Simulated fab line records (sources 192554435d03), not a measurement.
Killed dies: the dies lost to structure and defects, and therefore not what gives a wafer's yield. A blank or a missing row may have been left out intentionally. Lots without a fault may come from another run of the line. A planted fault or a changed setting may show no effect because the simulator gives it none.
Split-lot experiment + flow n5Finfet + on a route of 1938 steps: 7 lots, 21 wafers read

THE SPLIT ITSELF
At N5_BEOL_M10_COAT_22 (resist thk 90 nm), the setting spinRpm was moved away from the recipe's 1500 rpm on 6 of the 21 wafers read, by -6.3% to +6.8%. For the rest of the wafers, this setting stayed at what the recipe calls for.

FROM THE SPLIT TO THE READING: what the file shows between them, 5 steps
- N5_BEOL_M10_EBR_24
- N5_BEOL_M10_SOFTBAKE_23: time 60 s
- N5_BEOL_M10_EXPOSE_25: exposes mask V9
- N5_BEOL_M10_PEB_26: peb time 60 s
- N5_BEOL_M10_DEVELOP_27: develop time 30 s

THE READING
CAR-ArF_of_BEOL_M10_COAT_22.thkNm (the simulator's own value, which no gauge read), in nm, at N5_BEOL_M10_DESCUM_33 (chemistry O2, time 7.9 s). The file does not state a usual value for it. Across the 15 wafers here that went through the recipe, the average is 83.5 nm and the standard deviation 0.34 nm.

| wafer  | tool, chamber at the split | spinRpm as run, rpm | against the recipe | CAR-ArF_of_BEOL_M10_COAT_22.thkNm, nm | against lot-mates on the recipe |
|--------|----------------------------|---------------------|--------------------|---------------------------------------|---------------------------------|
| L081.1 | lithoTrack-04, 0           | 1500                | recipe             | 84                                    | -                               |
| L081.5 | lithoTrack-04, 0           | 1500                | recipe             | 84                                    | -                               |
| L081.6 | lithoTrack-04, 0           | 1500                | recipe             | 83.8                                  | -                               |
| L080.2 | lithoTrack-01, 0           | 1500                | recipe             | 83                                    | -                               |
| L080.5 | lithoTrack-01, 0           | 1500                | recipe             | 83                                    | -                               |
| L080.6 | lithoTrack-01, 0           | 1500                | recipe             | 83                                    | -                               |
| L079.1 | lithoTrack-05, 0           | 1500                | recipe             | 83.2                                  | -                               |
| L079.3 | lithoTrack-05, 0           | 1500                | recipe             | 83.4                                  | -                               |
| L079.4 | lithoTrack-05, 0           | 1500                | recipe             | 83.6                                  | -                               |
| L077.3 | lithoTrack-05, 0           | 1500                | recipe             | 83.4                                  | -                               |
| L077.5 | lithoTrack-05, 0           | 1405                | -6.3%              | 85.8                                  | +2.4                            |
| L077.6 | lithoTrack-05, 0           | 1405                | -6.3%              | 86.4                                  | +3.0                            |
| L085.1 | lithoTrack-04, 0           | 1500                | recipe             | 83.4                                  | -                               |
| L085.2 | lithoTrack-04, 0           | 1500                | recipe             | 83.4                                  | -                               |
| L085.5 | lithoTrack-04, 0           | 1500                | recipe             | 83.8                                  | -                               |
| L086.1 | lithoTrack-01, 0           | 1602                | +6.8%              | 80.2                                  | -3.0                            |
| L086.5 | lithoTrack-01, 0           | 1602                | +6.8%              | 80.4                                  | -2.8                            |
| L086.6 | lithoTrack-01, 0           | 1500                | recipe             | 83.2                                  | -                               |
| L088.1 | lithoTrack-04, 0           | 1500                | recipe             | 83.8                                  | -                               |
| L088.2 | lithoTrack-04, 0           | 1580                | +5.3%              | 81.4                                  | -2.4                            |
| L088.5 | lithoTrack-04, 0           | 1580                | +5.3%              | 81.4                                  | -2.4                            |

FIT RESULTS
A straight line over all 21 wafers: CAR-ArF_of_BEOL_M10_COAT_22.thkNm changes by -0.428 nm for each +1% of spinRpm; r = -0.97; the points scatter about the line by 0.34 nm.
The same after taking each lot's own level away (the mean of its wafers on the recipe; 21 wafers): -0.432 nm for each +1%; r = -0.99; scatter 0.15 nm.
Per that fit: largest spinRpm move, reading shift of 2.9 nm.
Across the lots, their own levels run from 83.00 to 83.93 nm, a range of 2.7 times the standard deviation given above.
Consequently the slope shifts little with the lot-to-lot level, the two slopes agreeing.
Check: with one of the wafers moved furthest among these (+6.8%) left out of the fit, the line predicts -2.93 nm for it against its lot-mates. It came out at -3 nm against them.

FURTHER SPLITS ON THESE WAFERS
Before the reading, these wafers also passed through other splits. Each is held against what the fit with the lots' levels taken away leaves over:
| other split on the same wafers  | wafers away from the commonest value | r with CAR-ArF_of_BEOL_M10_COAT_22.thkNm (lot level and that fit taken away) |
|---------------------------------|--------------------------------------|------------------------------------------------------------------------------|
| N5_BEOL_M6_TRENCH_ETCH_37 timeS | 6                                    | +0.11                                                                        |
| N5_BEOL_M7_ETCH_66 biasW        | 9                                    | +0.00                                                                        |
| N5_BEOL_M9_PECVD_70 tempC       | 8                                    | -0.38                                                                        |
| N5_BEOL_M10_ETCH_62 timeS       | 8                                    | -0.06                                                                        |

THE WHOLE CHAIN: every reading that the file lists as answering this split, in the file's order
| step                   | what it does             | reading                                                                            | change (the file's fit)               | r (the file's) |
|------------------------|--------------------------|------------------------------------------------------------------------------------|---------------------------------------|----------------|
| N5_BEOL_M10_COAT_22    | resist thk 90 nm         | CAR-ArF_of_BEOL_M10_COAT_22.thkNm (the simulator's own value, which no gauge read) | -0.447 nm for each +1% of the setting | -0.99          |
| N5_BEOL_M10_DEVELOP_27 | develop time 30 s        | CAR-ArF_of_BEOL_M10_COAT_22.thkNm (the simulator's own value, which no gauge read) | -0.444 nm for each +1% of the setting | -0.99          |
| N5_BEOL_M10_DESCUM_33  | chemistry O2, time 7.9 s | CAR-ArF_of_BEOL_M10_COAT_22.thkNm (the simulator's own value, which no gauge read) | -0.432 nm for each +1% of the setting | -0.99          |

THE FILE'S OWN FIT
CAR-ArF_of_BEOL_M10_COAT_22.thkNm changes by -0.432 nm for each +1% of spinRpm, r = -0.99.
